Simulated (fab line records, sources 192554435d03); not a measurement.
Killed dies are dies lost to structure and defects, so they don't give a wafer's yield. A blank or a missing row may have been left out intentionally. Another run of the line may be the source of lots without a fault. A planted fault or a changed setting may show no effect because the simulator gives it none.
Matching of chambers    flow n5_finfet    3 sister chambers for N5_BEOL_M12_ETCH_67 on rie_diel-03
The step etches SiARC in CF4, target depth 143 nm, time 238.3 s. 3 wafers are shown with their chamber, then 6 later ones without.

## WAFERS PAIRED WITH THEIR CHAMBERS
wafer   chamber  showerhead_plenum_p_Torr (Torr)
L086.4  1        2.13
L088.2  0        2.22
L088.5  2        2.12

## WAFERS WITH NO CHAMBER GIVEN
wafer   showerhead_plenum_p_Torr (Torr)
L089.1  2.12
L089.6  2.12
L094.5  2.12
L094.6  2.12
L093.2  2.21
L093.6  2.12

## EACH ONE'S CHAMBER
wafer    from the rows above   in truth
L089.1   2                     2
L089.6   2                     2
L094.5   2                     2
L094.6   2                     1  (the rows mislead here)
L093.2   0                     0
L093.6   2                     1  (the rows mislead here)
Correctly placed: 4 of 6. Left unplaced by these rows: 0. Placed wrongly: 2.
How it was worked out, from the rows above alone: a wafer's distance from a chamber is the root of the sum, over the readings, of the square of ((its reading less the chamber's mean) divided by the reading's scatter). The wafer belongs to the nearest chamber; if the next one is less than 2 further off, it can't be placed. Each chamber's mean is taken over the wafers shown for it. The scatter (one wafer shown for each chamber): square how far every hidden wafer sits from the nearest shown wafer, average those squares and take the square root.
